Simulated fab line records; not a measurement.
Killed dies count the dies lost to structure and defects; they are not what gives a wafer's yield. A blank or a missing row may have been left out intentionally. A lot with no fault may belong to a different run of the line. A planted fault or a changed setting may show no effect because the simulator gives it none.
Comparing a struck lot with a sound one :: flow n5_finfet :: 30 steps out of a route of 1938
Sound: wafers L848.2, L848.3, L848.6. Struck: wafers L855.1, L855.2, L855.3. At the end, the cause is stated.
At each step with rows: each side's tool, then ch and its chambers, then its first start. Under that, the readings that differ: sound wafers :: struck wafers :: difference of the means :: sigmas: that difference in standard deviations of wafers without a fault.
alike: same words and numbers on both sides, and readings whose means sit less than 2 such deviations apart. not compared: any withheld reading, any reading some wafer has no value for, any bound like >300 that may hide the same value, and any number with overlapping values for which the record gives no deviation.
A row with sigmas, a row that says differs or no value, or rows on one side alone: a step with any of these is where the two part. Numbers that have no deviation but don't overlap get no sigmas and don't part them. A reading that every wafer of one side lacks parts them only if that side has two wafers or more.

first, 10 steps without rows for these wafers: N5_FIN_CUT_UV_OZONE_34 (time 120 s); N5_STI_FIN_REVEAL_ALD_00 (deposits SiO2, target thk 1 nm, pulse time 1 s); N5_STI_FIN_REVEAL_ALD_14 (deposits Si3N4, target thk 3 nm); N5_STI_FIN_REVEAL_FCVD_FILL_01 (material SiO2 flowable, target thk 312 nm, time 512.2 s); N5_STI_FIN_REVEAL_DENSIFY_02 (time 1800 s); N5_STI_FIN_REVEAL_CMP_04 (polishes, stops on Si3N4, t overpolish 4 s, target thk 131.83 nm); N5_STI_FIN_REVEAL_DENSIFY_30; N5_STI_FIN_REVEAL_ETCHBACK_08 (etches SiO2 in C4F6/O2, target depth 30.5 nm, time 10.167 s); N5_STI_FIN_REVEAL_STRIP_24 (strips in N2/H2, time 90 s); N5_STI_FIN_REVEAL_PRECLEAN_25 (cleans in SPM, time 90 s).
N5_STI_FIN_REVEAL_PRECLEAN_26: cleans in SC1, time 45 s.
  sound on wet_bench-01 ch 1,4,6, day 5 10:27; struck on wet_bench-02 ch 1,2,3, day 6 22:29
  alike: h2o2_flow_mL_min
then, 15 steps without rows for these wafers: N5_STI_FIN_REVEAL_PRECLEAN_29 (cleans in DHF, time 30 s); N5_STI_FIN_REVEAL_SRD_12 (time 30 s); N5_STI_FIN_REVEAL_RECESS_09 (chemistry HF/NH3, target SiO2, afs cycles 11, target depth 42.5 nm, sublimation time 60 s); N5_STI_FIN_REVEAL_STRIP_16 (strips SiNx in H3PO4, target depth 23.8 nm); N5_STI_FIN_REVEAL_PRECLEAN_17 (cleans in NF3:NH3, afs cycles 1, time 20 s, sublimation time 60 s); N5_STI_FIN_REVEAL_ETCH_34 (etches Si in H2, material Si, target depth 0.97 nm); N5_STI_FIN_REVEAL_OXIDATION_31 (chemistry O2 PLASMA REMOTE, time 20 s); N5_STI_FIN_REVEAL_PRECLEAN_32 (cleans in NF3:NH3, afs cycles 1, time 20 s, sublimation time 60 s); N5_STI_FIN_REVEAL_STRIP_35 (strips Si3N4 in H3PO4, target depth 4 nm, time 39 s); N5_STI_FIN_REVEAL_SRD_21 (time 30 s); N5_STI_FIN_REVEAL_OXIDATION_33 (chemistry O2 PLASMA REMOTE, time 20 s); N5_STI_FIN_REVEAL_CLEAN_19 (cleans in O3/DIW, time 120 s); N5_STI_FIN_REVEAL_SRD_23 (time 30 s); N5_STI_FIN_REVEAL_PRECLEAN_18 (cleans in SC2, time 45 s); N5_STI_FIN_REVEAL_SRD_28 (time 30 s).
N5_STI_FIN_REVEAL_INSPECT_13: inspects for defects (darkfield).
  sound on defect_inspect-01, day 5 13:35; struck on defect_inspect-02, day 7 01:20
reading: raw_defect_count
sound: 17 17 17
struck: 397 412 416
difference: +391
sigmas: +72
then, 1 step without rows for these wafers: N5_DUMMY_GATE_PRECLEAN_00 (cleans in O3/DIW, time 60 s).
-- the record jumps here: 6 days lie between the struck wafers' starts before and after (it left off in module DUMMY_GATE and takes up again in module BEOL_M4, whose first step shown is number 1111 of the route) --
N5_BEOL_M4_RC_MEAS_101:
  sound on prober-01 ch 0, day 10 21:34; struck on prober-02 ch 0, day 13 09:18
  alike: DIBL_N, DIBL_P, IOFF_N, IOFF_P, ION_N, ION_P, SS_N, SS_P, VT_N, VT_P
-- a jump in the record: the struck wafers' starts before and after are 4 days apart (it breaks off in module BEOL_M4 and resumes in module PASSIVATION, where the first step shown is number 1936 of the route) --
N5_PASSIVATION_PROBE_49:
  rows exist in the record for the struck wafers here (prober-02, day 17 14:43), but not for the sound ones

WHERE THEY PART
At N5_STI_FIN_REVEAL_INSPECT_13 first; at N5_PASSIVATION_PROBE_49 last (within this record only).

WHY: what had been put in by the simulator
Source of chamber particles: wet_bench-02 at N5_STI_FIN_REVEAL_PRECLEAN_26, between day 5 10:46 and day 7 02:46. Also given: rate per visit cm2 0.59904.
